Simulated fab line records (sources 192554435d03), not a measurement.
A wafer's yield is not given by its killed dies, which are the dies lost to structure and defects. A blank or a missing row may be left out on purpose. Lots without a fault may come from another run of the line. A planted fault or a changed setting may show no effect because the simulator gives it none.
Lot-split experiment / flow n5 finfet / 21 wafers read from 7 lots, route of 1938 steps

== ABOUT THE SPLIT ==
At N5_BEOL_M7_ILD_DEP_00 (deposits SiCOH lowk from DEMS/porogen, target thk 179.75 nm, time 33.4 s), the setting time s was moved away from the recipe's 33.4 s on 5 of the 21 wafers read, by -11.2% to +14.0%. All remaining wafers had this setting at the recipe value.

== THE PATH FROM SPLIT TO READING: the file shows 1 step between them ==
- N5_BEOL_M7_CURE_74: cures SiCOH lowk, time 240 s

== THE READING ==
Values of M7_ILD_THK in nm from N5_BEOL_M7_THK_MEAS_01. On this fab line, fault-free wafers typically give 155.2 nm with a standard deviation of 1.7 nm.

wafer=L075.1; tool, chamber at the split=pecvd-04, 0; time s as run, s=29.66; against the recipe=-11.2%; M7_ILD_THK, nm=135.6; against lot-mates on the recipe=-19.6
wafer=L075.2; tool, chamber at the split=pecvd-04, 2; time s as run, s=29.66; against the recipe=-11.2%; M7_ILD_THK, nm=138.4; against lot-mates on the recipe=-16.8
wafer=L075.3; tool, chamber at the split=pecvd-04, 1; time s as run, s=33.4; against the recipe=recipe; M7_ILD_THK, nm=155.2; against lot-mates on the recipe=-
wafer=L077.1; tool, chamber at the split=pecvd-04, 1; time s as run, s=33.4; against the recipe=recipe; M7_ILD_THK, nm=154.0; against lot-mates on the recipe=-
wafer=L077.2; tool, chamber at the split=pecvd-04, 2; time s as run, s=33.4; against the recipe=recipe; M7_ILD_THK, nm=153.7; against lot-mates on the recipe=-
wafer=L077.5; tool, chamber at the split=pecvd-04, 0; time s as run, s=33.4; against the recipe=recipe; M7_ILD_THK, nm=156.8; against lot-mates on the recipe=-
wafer=L085.1; tool, chamber at the split=pecvd-04, 1; time s as run, s=33.4; against the recipe=recipe; M7_ILD_THK, nm=154.5; against lot-mates on the recipe=-
wafer=L085.3; tool, chamber at the split=pecvd-04, 2; time s as run, s=38.08; against the recipe=+14.0%; M7_ILD_THK, nm=175.3; against lot-mates on the recipe=+20.8
wafer=L085.4; tool, chamber at the split=pecvd-04, 0; time s as run, s=38.08; against the recipe=+14.0%; M7_ILD_THK, nm=178.6; against lot-mates on the recipe=+24.1
wafer=L088.2; tool, chamber at the split=pecvd-01, 0; time s as run, s=33.4; against the recipe=recipe; M7_ILD_THK, nm=154.5; against lot-mates on the recipe=-
wafer=L088.3; tool, chamber at the split=pecvd-01, 1; time s as run, s=33.4; against the recipe=recipe; M7_ILD_THK, nm=155.7; against lot-mates on the recipe=-
wafer=L088.6; tool, chamber at the split=pecvd-01, 2; time s as run, s=33.4; against the recipe=recipe; M7_ILD_THK, nm=156.2; against lot-mates on the recipe=-
wafer=L091.2; tool, chamber at the split=pecvd-04, 2; time s as run, s=33.4; against the recipe=recipe; M7_ILD_THK, nm=152.7; against lot-mates on the recipe=-
wafer=L091.3; tool, chamber at the split=pecvd-04, 1; time s as run, s=33.4; against the recipe=recipe; M7_ILD_THK, nm=156.3; against lot-mates on the recipe=-
wafer=L091.6; tool, chamber at the split=pecvd-04, 2; time s as run, s=33.4; against the recipe=recipe; M7_ILD_THK, nm=153.8; against lot-mates on the recipe=-
wafer=L092.1; tool, chamber at the split=pecvd-04, 1; time s as run, s=33.4; against the recipe=recipe; M7_ILD_THK, nm=152.0; against lot-mates on the recipe=-
wafer=L092.3; tool, chamber at the split=pecvd-04, 0; time s as run, s=31.55; against the recipe=-5.5%; M7_ILD_THK, nm=144.2; against lot-mates on the recipe=-9.2
wafer=L092.4; tool, chamber at the split=pecvd-04, 0; time s as run, s=33.4; against the recipe=recipe; M7_ILD_THK, nm=154.9; against lot-mates on the recipe=-
wafer=L097.2; tool, chamber at the split=pecvd-04, 0; time s as run, s=33.4; against the recipe=recipe; M7_ILD_THK, nm=154.7; against lot-mates on the recipe=-
wafer=L097.5; tool, chamber at the split=pecvd-04, 1; time s as run, s=33.4; against the recipe=recipe; M7_ILD_THK, nm=156.0; against lot-mates on the recipe=-
wafer=L097.6; tool, chamber at the split=pecvd-04, 2; time s as run, s=33.4; against the recipe=recipe; M7_ILD_THK, nm=155.0; against lot-mates on the recipe=-

FIT RESULTS
A straight line over all 21 wafers: M7_ILD_THK changes by +1.6 nm for each +1% of time s; r = +0.99; the points scatter about the line by 1.4 nm.
The same after taking each lot's own level away (the mean of its wafers on the recipe; 21 wafers): +1.61 nm for each +1%; r = +0.99; scatter 1.2 nm.
That fit puts the effect of the largest move of time s on the reading at 23 nm.
The span of the lots' own levels, 153.45 to 155.47 nm, comes to 1.2 times the standard deviation stated above.
Hence the lot-to-lot level has little effect on the slope; both slopes agree.
Check: +23.5 nm against its lot-mates is what the line predicts for one of the wafers moved furthest among these (+14.0%) when that wafer is left out of the fit. Against them it came out at +20.8 nm.

== THE WHOLE CHAIN: every reading that the file lists as answering this split, in the file's order ==
step=N5_BEOL_M7_ILD_DEP_00; what it does=deposits SiCOH lowk from DEMS/porogen, target thk 179.75 nm, time 33.4 s; reading=SiCOH_lowk_of_BEOL_M7_ILD_DEP_00.thk nm (the simulator's own value, which no gauge read); change (the file's fit)=+1.84 nm for each +1% of the setting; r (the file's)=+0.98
step=N5_BEOL_M7_CURE_74; what it does=cures SiCOH lowk, time 240 s; reading=SiCOH_lowk_of_BEOL_M7_ILD_DEP_00.thk nm (the simulator's own value, which no gauge read); change (the file's fit)=+1.61 nm for each +1% of the setting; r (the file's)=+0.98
step=N5_BEOL_M7_THK_MEAS_01; what it does=; reading=M7_ILD_THK; change (the file's fit)=+1.62 for each +1% of the setting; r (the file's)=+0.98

== THE FILE'S OWN FIT ==
M7_ILD_THK changes by +1.62 nm for each +1% of time s, r = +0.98.
